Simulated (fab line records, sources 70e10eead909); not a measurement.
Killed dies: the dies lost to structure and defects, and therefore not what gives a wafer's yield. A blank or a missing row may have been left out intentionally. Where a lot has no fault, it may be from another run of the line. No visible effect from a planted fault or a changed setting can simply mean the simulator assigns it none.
Which tool was responsible? / flow nand-harc / 11 lots, 33 wafers sampled, at 4 steps of a route of 1302

== WHAT THE GAUGES SHOWED, per wafer ==
NHARC_P_BONDPAD_THK_MEAS_33: measures by ellipsometry.
lot=L510; measured=day 6 11:41; on=film-metro-02; thk-nm (nm)=201.1 200.9 202.0
lot=L511; measured=day 7 00:26; on=film-metro-02; thk-nm (nm)=199.3 200.8 201.8
lot=L513; measured=day 7 21:19; on=film-metro-01; thk-nm (nm)=198.7 202.2 200.7
lot=L514; measured=day 8 09:59; on=film-metro-02; thk-nm (nm)=201.8 201.8 199.8
lot=L524; measured=day 12 13:52; on=film-metro-02; thk-nm (nm)=182.2 200.7 201.0
lot=L523; measured=day 12 15:09; on=film-metro-01; thk-nm (nm)=201.7 185.7 199.4
lot=L527; measured=day 13 12:08; on=film-metro-01; thk-nm (nm)=200.5 197.9 201.6
lot=L528; measured=day 14 00:58; on=film-metro-02; thk-nm (nm)=198.4 198.7 198.0
lot=L530; measured=day 14 20:08; on=film-metro-01; thk-nm (nm)=196.8 198.5 199.3
lot=L533; measured=day 16 02:34; on=film-metro-02; thk-nm (nm)=198.6 199.8 197.1
lot=L532; measured=day 16 03:21; on=film-metro-01; thk-nm (nm)=199.2 199.5 198.6

== TOOL THAT RAN EACH LOT (tool first, then ch and the chambers of the sampled wafers, then the start) ==
lot=L510; NHARC_P_M2_STRIP_18=rie-diel-07 ch 0,1,3, day 6 08:19; NHARC_P_M2_ANNEAL_31=rtp-anneal-02 ch 0, day 6 09:43; NHARC_P_BONDPAD_DEP_00=pecvd-02 ch 0,2, day 6 11:02
lot=L511; NHARC_P_M2_STRIP_18=rie-diel-07 ch 0,1,2, day 6 21:02; NHARC_P_M2_ANNEAL_31=rtp-anneal-01 ch 0, day 6 22:32; NHARC_P_BONDPAD_DEP_00=pecvd-04 ch 0,1,2, day 6 23:54
lot=L513; NHARC_P_M2_STRIP_18=rie-diel-13 ch 1,2, day 7 17:55; NHARC_P_M2_ANNEAL_31=rtp-anneal-02 ch 0, day 7 19:20; NHARC_P_BONDPAD_DEP_00=pecvd-02 ch 0,2, day 7 20:39
lot=L514; NHARC_P_M2_STRIP_18=rie-diel-13 ch 0,1, day 8 06:20; NHARC_P_M2_ANNEAL_31=rtp-anneal-02 ch 0, day 8 07:56; NHARC_P_BONDPAD_DEP_00=pecvd-04 ch 1,2, day 8 09:22
lot=L524; NHARC_P_M2_STRIP_18=rie-diel-13 ch 0,1,2, day 12 10:26; NHARC_P_M2_ANNEAL_31=rtp-anneal-01 ch 0, day 12 11:53; NHARC_P_BONDPAD_DEP_00=pecvd-01 ch 0,1, day 12 13:14
lot=L523; NHARC_P_M2_STRIP_18=rie-diel-07 ch 1,2,3, day 12 11:46; NHARC_P_M2_ANNEAL_31=rtp-anneal-01 ch 0, day 12 13:07; NHARC_P_BONDPAD_DEP_00=pecvd-01 ch 0,1, day 12 14:32
lot=L527; NHARC_P_M2_STRIP_18=rie-diel-09 ch 2,3, day 13 08:43; NHARC_P_M2_ANNEAL_31=rtp-anneal-02 ch 0, day 13 10:08; NHARC_P_BONDPAD_DEP_00=pecvd-02 ch 1,2, day 13 11:31
lot=L528; NHARC_P_M2_STRIP_18=rie-diel-07 ch 0,2,3, day 13 21:26; NHARC_P_M2_ANNEAL_31=rtp-anneal-02 ch 0, day 13 22:45; NHARC_P_BONDPAD_DEP_00=pecvd-02 ch 0,2, day 14 00:19
lot=L530; NHARC_P_M2_STRIP_18=rie-diel-13 ch 0,1,2, day 14 16:44; NHARC_P_M2_ANNEAL_31=rtp-anneal-01 ch 0, day 14 18:07; NHARC_P_BONDPAD_DEP_00=pecvd-01 ch 0,1,2, day 14 19:29
lot=L533; NHARC_P_M2_STRIP_18=rie-diel-09 ch 0,2,3, day 15 23:08; NHARC_P_M2_ANNEAL_31=rtp-anneal-02 ch 0, day 16 00:32; NHARC_P_BONDPAD_DEP_00=pecvd-04 ch 0,1, day 16 01:55
lot=L532; NHARC_P_M2_STRIP_18=rie-diel-09 ch 0,2,3, day 15 23:56; NHARC_P_M2_ANNEAL_31=rtp-anneal-01 ch 0, day 16 01:20; NHARC_P_BONDPAD_DEP_00=pecvd-01 ch 1,2, day 16 02:40
- NHARC_P_M2_STRIP_18: strips in N2/H2.
- NHARC_P_M2_ANNEAL_31: time 90 s.
- NHARC_P_BONDPAD_DEP_00: deposits SiCN, target thk 250 nm.

== THE ANSWER, worked out from the rows above alone ==
Rule: the usual values come from the lots themselves. Put in order of their means at a reading, lots are off if they are a third of the lots or fewer, leave a main group of 4 or more, and stand apart from it by a gap of 3 or more times the standard deviation of the main group's means; of several such gaps the widest counts. Not used: any main group whose means are identical at the precision the tables above print for the reading. A lot without any number at a reading at which 4 lots or more have one is off too. The other lots that the step has rows for count as sound.
None of the lots is off at any reading shown; this tells nothing.

== WHAT HAD BEEN PUT IN BY THE SIMULATOR ==
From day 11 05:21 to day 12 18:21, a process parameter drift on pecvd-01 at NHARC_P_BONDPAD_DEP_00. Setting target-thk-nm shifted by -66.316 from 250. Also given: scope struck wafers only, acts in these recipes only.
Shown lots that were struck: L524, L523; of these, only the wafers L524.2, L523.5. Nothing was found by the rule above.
